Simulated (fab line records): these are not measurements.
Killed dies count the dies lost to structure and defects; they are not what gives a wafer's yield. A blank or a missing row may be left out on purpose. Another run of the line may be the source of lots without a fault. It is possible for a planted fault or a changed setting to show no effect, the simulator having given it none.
Which tool is to blame? + flow nand_harc + 6 lots with 18 wafers sampled at 4 steps, on a route of 1159 steps

WHAT THE GAUGES READ, wafer by wafer
NHARC_P_M1_CD_MEAS_09: target cd 130 nm.
| lot  | measured     | on        | cd_nm (nm)                          |
|------|--------------|-----------|-------------------------------------|
| L154 | day 6 13:08  | cd_sem-03 | 130.3 130.5 131.2                   |
| L155 | day 7 00:08  | cd_sem-03 | 128.6 128.4 128.5                   |
| L163 | day 9 02:47  | cd_sem-01 | 137.2 137.9 136.8 137.5 137.6 137.1 |
| L162 | day 9 04:17  | cd_sem-03 | 136.6 136.0 135.5 136.6 135.9 135.5 |
| L166 | day 10 00:10 | cd_sem-02 | 129.8 131.7 130.7                   |
| L173 | day 11 08:38 | cd_sem-01 | 131.0 130.4 131.6                   |

TOOL THAT RAN EACH LOT (tool first, then ch and the chambers of the sampled wafers, then the start)
| lot  | NHARC_P_M0_DEGAS_28          | NHARC_P_M0_PVD_20                       | NHARC_P_M1_PEB_07                 |
|------|------------------------------|-----------------------------------------|-----------------------------------|
| L154 | pvd_sputter-02, day 6 10:19  | pvd_sputter-02, day 6 13:03 or earlier  | litho_track-04 ch 0, day 6 13:03  |
| L155 | pvd_sputter-03, day 6 17:18  | pvd_sputter-03, day 7 00:04 or earlier  | litho_track-01 ch 0, day 7 00:04  |
| L163 | pvd_sputter-01, day 8 23:40  | pvd_sputter-01, day 9 02:42 or earlier  | litho_track-01 ch 0, day 9 02:42  |
| L162 | pvd_sputter-02, day 9 01:02  | pvd_sputter-02, day 9 04:12 or earlier  | litho_track-01 ch 0, day 9 04:12  |
| L166 | pvd_sputter-03, day 9 21:13  | pvd_sputter-03, day 10 00:05 or earlier | litho_track-04 ch 0, day 10 00:05 |
| L173 | pvd_sputter-03, day 11 05:43 | pvd_sputter-03, day 11 08:34 or earlier | litho_track-04 ch 0, day 11 08:34 |
- NHARC_P_M0_DEGAS_28: time 60 s.
- NHARC_P_M0_PVD_20: deposits TaN, target thk 5 nm, time 8.06 s.
- NHARC_P_M1_PEB_07: peb time 65 s.

THE ANSWER, worked out from the rows above alone
Rule: what is usual is taken from the lots themselves. The widest of any qualifying gaps counts: lots, ordered by their means at a reading, are off when they make up no more than a third of the lots, leave a main group of 4 or more, and stand apart from it by 3 or more times the standard deviation of that group's means. The tables above print the reading to a certain number of digits; a main group whose means all agree to those digits is not used. A lot without any number at a reading at which 4 lots or more have one is off too. Any other lot the step has rows for is counted as sound.
Off, at NHARC_P_M1_CD_MEAS_09 on cd_nm: L163, L162. For the main group the mean is 130.2 nm and the standard deviation 1.
If a tool, at a process step before that reading, ran all the lots that are off and no sound lot after the first of them, it fits. The gauges at NHARC_P_M1_CD_MEAS_09 are tried like those tools. NHARC_P_M0_PVD_20 gives no start for some lots, so the hours and the order of its lots are those of NHARC_P_M1_PEB_07. One fits: litho_track-01 at NHARC_P_M1_PEB_07. A fault onset in the window from L155 (day 7 00:04, its last sound lot) to L163 (day 9 02:42, its first lot off) fits.

WHAT THE SIMULATOR HAD PUT IN
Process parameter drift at NHARC_P_M1_PEB_07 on litho_track-01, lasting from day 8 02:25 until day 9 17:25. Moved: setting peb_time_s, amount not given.
Struck lots among those shown: L163, L162. The rule given above showed the same thing.
